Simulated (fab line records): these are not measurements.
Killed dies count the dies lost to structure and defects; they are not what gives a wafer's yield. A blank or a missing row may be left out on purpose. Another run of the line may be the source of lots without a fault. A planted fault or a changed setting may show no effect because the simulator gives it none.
Check of tool commonality :: flow nand-harc :: Sample size 6 lots and 18 wafers

THE REASON FOR OPENING IT
Flagged at NHARC_END_SORT_01: reading killed-dies, on 2 of 6 lots. Fault-free wafers read 31, with a standard deviation of 9.7.
Rule: a lot is flagged when every wafer of it that has a number lies more than 4 standard deviations from that mean, or none has a number. The other lots count as sound.

lot: L463
measured: day 19 18:23
on: prober-01
killed-dies, wafer by wafer: 32 33 33
flag: 

lot: L465
measured: day 19 19:13
on: prober-02
killed-dies, wafer by wafer: 34 26 29
flag: 

lot: L468
measured: day 20 18:31
on: prober-01
killed-dies, wafer by wafer: 40 36 38
flag: 

lot: L475
measured: day 21 22:49
on: prober-02
killed-dies, wafer by wafer: 610 629 672
flag: FLAGGED

lot: L472
measured: day 22 07:11
on: prober-01
killed-dies, wafer by wafer: 665 645 663
flag: FLAGGED

lot: L478
measured: day 23 14:16
on: prober-02
killed-dies, wafer by wafer: 31 29 34
flag: 
The mean of the flagged lots' numbers is 647, +616 from the usual (+64 standard deviations).

WHICH TOOL EACH LOT WENT THROUGH
4 process steps preceding the reading are held in the record, out of 1159 steps in the route. Cell contents, in order: the tool; ch with the chambers the sampled wafers went through; the start.
lot: L463
flag: 
NHARC_A_STAIRCASE_DESCUM_186: rie-diel-09 ch 0,1,3, day 10 21:04
NHARC_A_STAIRCASE_ETCH_190: rie-diel-09 ch 0,2,3, day 10 22:14 or earlier
NHARC_A_STAIRCASE_ETCH_194: rie-diel-09 ch 0,1,2, day 10 22:14
NHARC_A_STAIRCASE_TRIM_196: rie-diel-09 ch 1,2,3, day 10 22:29

lot: L465
flag: 
NHARC_A_STAIRCASE_DESCUM_186: rie-diel-08 ch 0,1,3, day 11 11:11
NHARC_A_STAIRCASE_ETCH_190: rie-diel-08 ch 1,2, day 11 12:15 or earlier
NHARC_A_STAIRCASE_ETCH_194: rie-diel-08 ch 0,1, day 11 12:15
NHARC_A_STAIRCASE_TRIM_196: rie-diel-09 ch 1,2, day 11 12:27

lot: L468
flag: 
NHARC_A_STAIRCASE_DESCUM_186: rie-diel-09 ch 0,2,3, day 12 14:43
NHARC_A_STAIRCASE_ETCH_190: rie-diel-09 ch 0,1,2, day 12 15:47 or earlier
NHARC_A_STAIRCASE_ETCH_194: rie-diel-09 ch 0,2,3, day 12 15:47
NHARC_A_STAIRCASE_TRIM_196: rie-diel-09 ch 1,2,3, day 12 15:58

lot: L475
flag: FLAGGED
NHARC_A_STAIRCASE_DESCUM_186: rie-diel-09 ch 0,1,2, day 14 05:37
NHARC_A_STAIRCASE_ETCH_190: rie-diel-09 ch 0,1,3, day 14 06:34 or earlier
NHARC_A_STAIRCASE_ETCH_194: rie-diel-09 ch 0,1,2, day 14 06:34
NHARC_A_STAIRCASE_TRIM_196: rie-diel-09 ch 1,2,3, day 14 06:45

lot: L472
flag: FLAGGED
NHARC_A_STAIRCASE_DESCUM_186: rie-diel-09 ch 1,2, day 13 12:44
NHARC_A_STAIRCASE_ETCH_190: rie-diel-09 ch 0,1,2, day 13 13:40 or earlier
NHARC_A_STAIRCASE_ETCH_194: rie-diel-09 ch 0,3, day 13 13:40
NHARC_A_STAIRCASE_TRIM_196: rie-diel-09 ch 0,1,3, day 13 13:53

lot: L478
flag: 
NHARC_A_STAIRCASE_DESCUM_186: rie-diel-11 ch 1,2,3, day 14 13:23
NHARC_A_STAIRCASE_ETCH_190: rie-diel-11 ch 1,2,3, day 14 14:29 or earlier
NHARC_A_STAIRCASE_ETCH_194: rie-diel-11 ch 0,1, day 14 14:29
NHARC_A_STAIRCASE_TRIM_196: rie-diel-11 ch 0,3, day 14 14:39
What these steps do:
- NHARC_A_STAIRCASE_DESCUM_186: chemistry O2, time 3 s.
- NHARC_A_STAIRCASE_ETCH_190: etches the open film in C4F8/O2, target depth 100 nm, time 40.5 s.
- NHARC_A_STAIRCASE_ETCH_194: etches the open film in C4F8/O2, target depth 100 nm, time 40.5 s.
- NHARC_A_STAIRCASE_TRIM_196: chemistry O2, time 211.2 s.
- NHARC_END_SORT_01

FLAGGED OVER TOTAL, TOOL BY TOOL (the gauges that took the reading come last)
step: NHARC_A_STAIRCASE_DESCUM_186
tool: rie-diel-08
lots run: 1
flagged: 0
share of the flagged lots: none
sound lots run after its first flagged lot: -

step: NHARC_A_STAIRCASE_DESCUM_186
tool: rie-diel-09
lots run: 4
flagged: 2
share of the flagged lots: all
sound lots run after its first flagged lot: 0

step: NHARC_A_STAIRCASE_DESCUM_186
tool: rie-diel-11
lots run: 1
flagged: 0
share of the flagged lots: none
sound lots run after its first flagged lot: -

step: NHARC_A_STAIRCASE_ETCH_190
tool: rie-diel-08
lots run: 1
flagged: 0
share of the flagged lots: none
sound lots run after its first flagged lot: -

step: NHARC_A_STAIRCASE_ETCH_190
tool: rie-diel-09
lots run: 4
flagged: 2
share of the flagged lots: all
sound lots run after its first flagged lot: 0

step: NHARC_A_STAIRCASE_ETCH_190
tool: rie-diel-11
lots run: 1
flagged: 0
share of the flagged lots: none
sound lots run after its first flagged lot: -

step: NHARC_A_STAIRCASE_ETCH_194
tool: rie-diel-08
lots run: 1
flagged: 0
share of the flagged lots: none
sound lots run after its first flagged lot: -

step: NHARC_A_STAIRCASE_ETCH_194
tool: rie-diel-09
lots run: 4
flagged: 2
share of the flagged lots: all
sound lots run after its first flagged lot: 0

step: NHARC_A_STAIRCASE_ETCH_194
tool: rie-diel-11
lots run: 1
flagged: 0
share of the flagged lots: none
sound lots run after its first flagged lot: -

step: NHARC_A_STAIRCASE_TRIM_196
tool: rie-diel-09
lots run: 5
flagged: 2
share of the flagged lots: all
sound lots run after its first flagged lot: 0

step: NHARC_A_STAIRCASE_TRIM_196
tool: rie-diel-11
lots run: 1
flagged: 0
share of the flagged lots: none
sound lots run after its first flagged lot: -

step: NHARC_END_SORT_01
tool: prober-01
lots run: 3
flagged: 1
share of the flagged lots: some
sound lots run after its first flagged lot: 0

step: NHARC_END_SORT_01
tool: prober-02
lots run: 3
flagged: 1
share of the flagged lots: some
sound lots run after its first flagged lot: 1 (L478)
NHARC_A_STAIRCASE_ETCH_190: start missing for some lots; hours and lot order therefore follow NHARC_A_STAIRCASE_ETCH_194.

THE TABLE: WHAT IT ALLOWS
4 rows of the table ran every flagged lot: rie-diel-09 at NHARC_A_STAIRCASE_DESCUM_186, rie-diel-09 at NHARC_A_STAIRCASE_ETCH_190, rie-diel-09 at NHARC_A_STAIRCASE_ETCH_194, rie-diel-09 at NHARC_A_STAIRCASE_TRIM_196.
- rie-diel-09 at NHARC_A_STAIRCASE_DESCUM_186 ran 4 lots, 2 of them flagged. A fault beginning between L468 (day 12 14:43), its last sound lot, and L472 (day 13 12:44), its first flagged one, fits the data.
- rie-diel-09 at NHARC_A_STAIRCASE_ETCH_190 ran 4 lots, 2 of them flagged. A fault beginning between L468 (day 12 15:47), its last sound lot, and L472 (day 13 13:40), its first flagged one, fits the data.
- rie-diel-09 at NHARC_A_STAIRCASE_ETCH_194 ran 4 lots, 2 of them flagged. A fault beginning between L468 (day 12 15:47), its last sound lot, and L472 (day 13 13:40), its first flagged one, fits the data. Its own readings lie more than 4 standard deviations out on every wafer of the flagged lots: run-length-s.
- rie-diel-09 at NHARC_A_STAIRCASE_TRIM_196 ran 5 lots, 2 of them flagged. A fault beginning between L468 (day 12 15:58), its last sound lot, and L472 (day 13 13:53), its first flagged one, fits the data.
One tool is left: rie-diel-09 at NHARC_A_STAIRCASE_DESCUM_186 and NHARC_A_STAIRCASE_ETCH_190 and NHARC_A_STAIRCASE_ETCH_194 and NHARC_A_STAIRCASE_TRIM_196.

WHAT THE SIMULATOR PUT IN
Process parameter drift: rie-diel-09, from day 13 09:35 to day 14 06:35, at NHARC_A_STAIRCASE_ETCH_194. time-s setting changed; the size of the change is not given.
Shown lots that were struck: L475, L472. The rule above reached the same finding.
